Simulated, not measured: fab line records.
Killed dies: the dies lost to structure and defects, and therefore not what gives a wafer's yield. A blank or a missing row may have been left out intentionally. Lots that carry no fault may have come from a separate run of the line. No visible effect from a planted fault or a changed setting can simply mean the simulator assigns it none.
Matching of chambers	flow n5_finfet	rie_diel-04 running N5_BEOL_M7_ETCH_72: 4 sister chambers
The step etches underlayer in N2/H2, target depth 6.5 nm, time 5.2 s. 30 wafers are shown with their chamber, then 12 later ones without.

WAFERS PAIRED WITH THEIR CHAMBERS
wafer	chamber	drypump_motor_current_A (A)	showerhead_plenum_p_Torr (Torr)	throttle_valve_pct (%)
L077.2	1	5.5	2.59	18.08
L077.3	0	6.0	2.46	17.96
L077.4	2	4.9	2.49	17.65
L075.2	1	5.5	2.59	18.11
L075.5	3	4.9	2.52	18.01
L075.6	0	6.0	2.46	18.00
L080.2	2	4.9	2.49	17.67
L080.5	2	4.8	2.49	17.64
L080.6	1	5.5	2.59	18.13
L081.2	0	6.0	2.45	17.99
L081.3	2	4.8	2.48	17.65
L081.5	2	4.9	2.49	17.66
L082.2	3	4.9	2.52	18.02
L082.4	1	5.5	2.58	18.13
L082.5	3	4.9	2.52	18.03
L084.1	2	4.9	2.48	17.69
L084.5	1	5.5	2.58	18.17
L084.6	2	4.9	2.48	17.66
L085.3	3	4.9	2.51	18.04
L085.4	0	6.0	2.45	18.00
L085.5	2	4.9	2.48	17.67
L088.1	1	5.5	2.58	18.17
L088.2	0	6.0	2.45	18.02
L088.3	2	4.9	2.48	17.68
L089.1	3	4.9	2.51	18.02
L089.3	0	6.0	2.45	18.03
L089.6	1	5.5	2.58	18.17
L091.1	3	4.9	2.51	18.04
L091.3	2	4.8	2.48	17.69
L091.4	1	5.5	2.58	18.15

SIGNATURES (means of the wafers above)
reading	chamber 0	chamber 1	chamber 2	chamber 3	scatter within a chamber
drypump_motor_current_A	6.000	5.500	4.870	4.900	0.0284
showerhead_plenum_p_Torr	2.4533	2.5838	2.4840	2.5150	0.00523
throttle_valve_pct	18.0000	18.1388	17.6660	18.0267	0.0231
Rule: distance of a wafer from a chamber = root of the sum over the readings of ((wafer's reading minus chamber's mean) / reading's scatter) squared. The wafer belongs to the nearest chamber; if the next one is less than 2 further off, it can't be placed. The scatter is the square root of a quotient: the sum, over the shown wafers, of each reading's squared deviation from its chamber's mean, divided by wafers minus chambers.

WAFERS WITHOUT THEIR CHAMBER
wafer	drypump_motor_current_A (A)	showerhead_plenum_p_Torr (Torr)	throttle_valve_pct (%)
L090.2	4.9	2.51	18.04
L090.3	6.0	2.45	18.06
L090.6	5.5	2.58	18.15
L092.1	4.9	2.51	18.05
L092.3	5.5	2.57	18.18
L092.6	6.0	2.44	18.05
L093.1	4.8	2.47	17.72
L093.3	6.0	2.44	18.06
L093.6	5.0	2.51	18.06
L094.2	5.5	2.57	18.18
L094.3	4.9	2.51	18.05
L094.6	4.9	2.51	18.05

WHICH CHAMBER EACH ONE RAN IN
wafer	from the rows above	in truth
L090.2	3	3
L090.3	0	0
L090.6	1	1
L092.1	3	3
L092.3	1	1
L092.6	0	0
L093.1	2	2
L093.3	0	0
L093.6	3	3
L094.2	1	1
L094.3	3	3
L094.6	3	3
Correctly placed: 12 of 12. Not placeable from these rows: 0. 0 placed wrongly.
